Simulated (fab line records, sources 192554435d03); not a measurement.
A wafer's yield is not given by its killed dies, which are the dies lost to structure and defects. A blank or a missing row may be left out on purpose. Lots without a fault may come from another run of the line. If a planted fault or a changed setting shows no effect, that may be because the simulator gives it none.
Chamber matching    flow n5_finfet    4 sister chambers for N5_SD_EPI_P_ETCH_16 on rie_diel-06
The step etches SiO2 in CHF3/O2, target depth 5 nm. 4 wafers are shown with their chamber, then 8 later ones without.

== EACH WAFER AND ITS CHAMBER ==
wafer   chamber  throttle_valve_pct (%)
L080.1  1        18.98
L082.5  0        19.32
L082.6  3        19.17
L085.1  2        18.78

== WAFERS WITH NO CHAMBER GIVEN ==
wafer   throttle_valve_pct (%)
L085.3  19.00
L085.6  19.00
L086.3  19.32
L086.4  19.18
L086.5  18.79
L097.4  19.19
L097.5  19.21
L097.6  18.84

== WHICH CHAMBER EACH ONE RAN IN ==
wafer   from the rows above  in truth
L085.3  1                    1
L085.6  1                    1
L086.3  0                    0
L086.4  3                    3
L086.5  2                    2
L097.4  3                    3
L097.5  3                    3
L097.6  2                    2
8 of 8 placed correctly. Number that these rows cannot place: 0. 0 placed wrongly.
How it was worked out, from the rows above alone: a wafer's distance from a chamber is the root of the sum, over the readings, of the square of ((its reading less the chamber's mean) divided by the reading's scatter). If the next closest chamber is less than 2 further off than the closest, the wafer can't be placed; otherwise it belongs to the closest. For every chamber, the mean is computed from those of its wafers that are shown. The scatter: root of mean squared gap, hidden wafer to nearest shown wafer, with one shown wafer a chamber.
